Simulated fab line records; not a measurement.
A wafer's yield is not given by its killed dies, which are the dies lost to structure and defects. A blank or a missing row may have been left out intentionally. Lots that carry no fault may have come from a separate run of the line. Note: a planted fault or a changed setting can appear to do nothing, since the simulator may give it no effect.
A struck lot beside a sound one ; flow nand-harc ; 40 out of 1302 route steps
Sound: these wafers, L342.2, L342.4, L342.6. Struck: wafers L337.1, L337.2, L337.4. The cause is given at the end.
Per side, at each step with rows, come the tool, then ch with its chambers, and then its first start. Under that, the readings that differ: sound wafers ; struck wafers ; difference of the means ; sigmas: that difference in standard deviations of wafers without a fault.
alike: same words and numbers on both sides, and readings whose means sit less than 2 such deviations apart. not compared: any withheld reading, any reading some wafer has no value for, any bound like >300 that may hide the same value, and any number with overlapping values for which the record gives no deviation.
Wherever a step has rows on one side only, a row that says differs or no value, or a row with sigmas, the two part there. Numbers that have no deviation but don't overlap get no sigmas and don't part them. Lack of a reading on every wafer of one side parts them only where that side has two or more wafers.

first, 4 steps without rows for these wafers: NHARC_A_CHANNEL_FILL_D2_ALD_02 (deposits SiO2, target thk 6 nm, pulse time 10 s, ald cycles 60); NHARC_A_CHANNEL_FILL_D2_ALD_03 (deposits SiNx, target thk 6 nm, pulse time 60 s, ald cycles 58); NHARC_A_CHANNEL_FILL_D2_ALD_14 (deposits SiO2, target thk 2.5 nm, pulse time 10 s, ald cycles 25); NHARC_A_CHANNEL_FILL_D2_ALD_15 (deposits SiNx, target thk 2 nm, pulse time 60 s, ald cycles 19).
NHARC_A_CHANNEL_FILL_D2_ALD_16: deposits SiO2, target thk 1.5 nm, pulse time 10 s, ald cycles 15.
  sound on ald-hk-03 ch 0,1, day 22 14:32; struck on ald-hk-01 ch 0,2,3, day 19 19:37
  alike: heater-power-w, precursor-pulse-height-rel
then, 3 steps without rows for these wafers: NHARC_A_CHANNEL_FILL_D2_ANNEAL_17 (time 1800 s); NHARC_A_CHANNEL_FILL_D2_CVD_18 (deposits poly-Si, target thk 3 nm); NHARC_A_CHANNEL_FILL_D2_ETCHBACK_19 (etches the open film in HBr/Cl2, target depth 5 nm, time 1.7 s).
NHARC_A_CHANNEL_FILL_D2_ETCHBACK_20: etches the open film in C4F8/O2/Ar, target depth 27 nm, time 13.5 s.
  sound on rie-diel-07 ch 0,1, day 23 02:49; struck on rie-diel-05 ch 0,2,3, day 20 07:32
  alike: oes-product-au, rf-vpp-V
  not compared: rf-hours-counter-h
then, 3 steps without rows for these wafers: NHARC_A_CHANNEL_FILL_D2_STRIP_28 (strips in O2, time 20 s); NHARC_A_CHANNEL_FILL_D2_PRECLEAN_21 (cleans in dHF, time 30 s); NHARC_A_CHANNEL_FILL_D2_SRD_23.
NHARC_A_CHANNEL_FILL_D2_CVD_05: deposits poly-Si, target thk 5 nm.
  struck on lpcvd-poly-04, day 20 10:05; sound on lpcvd-poly-02 ch 0, day 23 05:28
  no value came back on the struck wafers for spike-tc-bottom-C (C), spike-tc-centre-C (C); on the sound wafers spike-tc-bottom-C (C) reads 574.8 575.0 572.8
then, 7 steps without rows for these wafers: NHARC_A_CHANNEL_FILL_D2_ANNEAL_22 (time 7200 s); NHARC_A_CHANNEL_FILL_D2_ALD_25 (deposits SiOx, target thk 60 nm, pulse time 10 s, ald cycles 600); NHARC_A_CHANNEL_FILL_D2_ETCHBACK_08 (etches the open film in C4F8, target depth 220 nm, time 110 s); NHARC_A_CHANNEL_FILL_D2_STRIP_29 (strips in O2, time 20 s); NHARC_A_CHANNEL_FILL_D2_PRECLEAN_30 (cleans in dHF, time 30 s); NHARC_A_CHANNEL_FILL_D2_SRD_31; NHARC_A_CHANNEL_FILL_D2_CVD_09 (deposits poly-Si, target thk 150 nm, time 3000 s).
NHARC_A_CHANNEL_FILL_D2_CMP_10: polishes, target thk 150 nm.
  sound on cmp-01 ch 0,1,2, day 24 03:36; struck on cmp-03 ch 0,2,3, day 21 07:11
  alike: motor-current-A, retaining-ring-pressure-frac, time-to-endpoint-s
then, 2 steps without rows for these wafers: NHARC_A_CHANNEL_FILL_D2_SRD_12; NHARC_A_CHANNEL_FILL_D2_RTA_24 (time 5 s).
NHARC_A_CHANNEL_FILL_D2_INSPECT_13:
  sound on defect-inspect-01, day 24 04:13; struck on defect-inspect-01, day 21 07:48
  alike: raw-defect-count
NHARC_A_STAIRCASE_DEP_156: deposits SiNx, target thk 50 nm.
  sound on pecvd-04 ch 0,1, day 24 04:38; struck on pecvd-02 ch 0,1,2, day 21 07:52
  alike: heater-power-w, showerhead-vpp-V
then, 12 steps without rows for these wafers: NHARC_A_STAIRCASE_DEHYDRATE_158 (time 120 s); NHARC_A_STAIRCASE_HMDS_159 (time 30 s); NHARC_A_STAIRCASE_COAT_160; NHARC_A_STAIRCASE_SOFTBAKE_161 (time 170 s); NHARC_A_STAIRCASE_EBR_162; NHARC_A_STAIRCASE_EXPOSE_163 (exposes mask STAIR OPEN); NHARC_A_STAIRCASE_PEB_164 (peb time 130 s); NHARC_A_STAIRCASE_DEVELOP_165 (time 140 s); NHARC_A_STAIRCASE_HARDBAKE_167 (time 140 s); NHARC_A_STAIRCASE_DESCUM_168 (chemistry O2, time 3 s); NHARC_A_STAIRCASE_ETCH_169 (etches the open film in CH3F/O2, target depth 50 nm, time 107.1 s); NHARC_A_STAIRCASE_ETCH_170 (etches the open film in C4F6/O2, target depth 200 nm, time 66.667 s).
NHARC_A_STAIRCASE_STRIP_171: strips in O2.
  sound on plasma-asher-02 ch 0,1, day 24 05:55; struck on plasma-asher-02 ch 0,1, day 21 09:04
  alike: drypump-motor-current-A, heater-power-w
  not compared: rf-hours-counter-h
-- break in the record here, with 9 days between the starts of the struck wafers on either side (left off in module A_STAIRCASE, picked up again in module END, where the first step shown is number 1301 on the route) --
NHARC_END_WLT_00:
  sound on prober-01, day 33 10:11; struck on prober-01, day 30 09:07
reading;sound;struck;difference;sigmas
VT_DECK1_BOTTOM;0.868 0.878 0.878;6.004 5.971 6.051;+5.134;+99 or more
VT_DECK1_BOTTOM_INNER;0.870 0.868 0.870;6.012 5.982 6.024;+5.137;+99 or more
VT_DECK1_MEDIAN_NEAR_BOTTOM;0.869 0.877 0.869;6.017 5.979 5.997;+5.126;+99 or more
VT_DECK1_MEDIAN_NEAR_BOTTOM_INNER;0.880 0.872 0.877;5.993 5.998 5.969;+5.110;+99 or more
VT_DECK1_MIDDLE;0.883 0.890 0.885;6.022 6.004 6.022;+5.130;+99 or more
VT_DECK1_MIDDLE_INNER;0.884 0.883 0.891;5.948 6.012 6.018;+5.107;+99 or more
VT_DECK1_TOP;0.896 0.891 0.886;6.001 5.994 5.998;+5.107;+99 or more
VT_DECK1_TOP_INNER;0.898 0.899 0.901;6.005 6.013 6.003;+5.108;+99 or more
VT_DECK2_BOTTOM;0.870 0.886 0.880;5.955 5.986 5.944;+5.083;+99 or more
VT_DECK2_BOTTOM_INNER;0.871 0.873 0.870;6.021 5.992 6.032;+5.144;+99 or more
VT_DECK2_MEDIAN_NEAR_BOTTOM;0.875 0.870 0.875;5.991 5.988 6.016;+5.125;+99 or more
VT_DECK2_MEDIAN_NEAR_BOTTOM_INNER;0.872 0.871 0.881;6.018 5.976 6.055;+5.142;+99 or more
VT_DECK2_MIDDLE;0.892 0.889 0.886;5.986 5.976 5.995;+5.097;+99 or more
VT_DECK2_MIDDLE_INNER;0.887 0.893 0.890;6.023 6.001 5.988;+5.114;+99 or more
VT_DECK2_TOP;0.903 0.896 0.894;5.996 5.984 6.023;+5.103;+99 or more
VT_DECK2_TOP_INNER;0.897 0.901 0.896;6.080 6.022 6.007;+5.138;+99 or more
  not compared: hold
following that, these wafers have no rows for 1 step: NHARC_END_SORT_01.

WHERE THEY PART
Earliest at NHARC_A_CHANNEL_FILL_D2_CVD_05; latest, in this record, at NHARC_END_WLT_00.

WHY: what the simulator had put in
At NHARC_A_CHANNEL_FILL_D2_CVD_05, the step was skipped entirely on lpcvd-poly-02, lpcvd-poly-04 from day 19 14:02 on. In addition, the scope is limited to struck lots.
